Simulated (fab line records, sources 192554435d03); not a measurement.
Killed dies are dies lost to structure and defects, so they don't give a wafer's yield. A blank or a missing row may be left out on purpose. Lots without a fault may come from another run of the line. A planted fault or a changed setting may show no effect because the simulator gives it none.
Chamber matching | flow n5_finfet | N5_DUMMY_GATE_STRIP_41 on rie_diel-04: 4 sister chambers
The step strips in O2. 4 wafers are shown with their chamber, then 8 later ones without.

WAFERS WITH THEIR CHAMBER
wafer  | chamber | drypump_motor_current_A (A)
L081.6 | 3       | 6.21
L084.1 | 1       | 6.02
L084.2 | 0       | 5.52
L088.3 | 2       | 5.60

WAFERS WITHOUT THEIR CHAMBER
wafer  | drypump_motor_current_A (A)
L088.4 | 6.00
L088.6 | 5.50
L093.1 | 6.02
L093.3 | 6.21
L093.4 | 5.60
L096.1 | 5.50
L096.4 | 6.24
L096.5 | 6.00

WHICH CHAMBER EACH WENT THROUGH
wafer  | from the rows above | in truth
L088.4 | 1                   | 1
L088.6 | 0                   | 0
L093.1 | 1                   | 1
L093.3 | 3                   | 3
L093.4 | 2                   | 2
L096.1 | 0                   | 0
L096.4 | 3                   | 3
L096.5 | 1                   | 1
Placed correctly: 8 of 8. Can't be placed from these rows: 0. Placed wrongly: 0.
How it was worked out, from the rows above alone: a wafer's distance from a chamber is the root of the sum, over the readings, of the square of ((its reading less the chamber's mean) divided by the reading's scatter). The wafer belongs to the nearest chamber; if the next one is less than 2 further off, it can't be placed. A chamber's mean is the mean of its shown wafers. The scatter: with one shown wafer a chamber, the root of the mean of the squares of how far each hidden wafer lies from its nearest shown one.
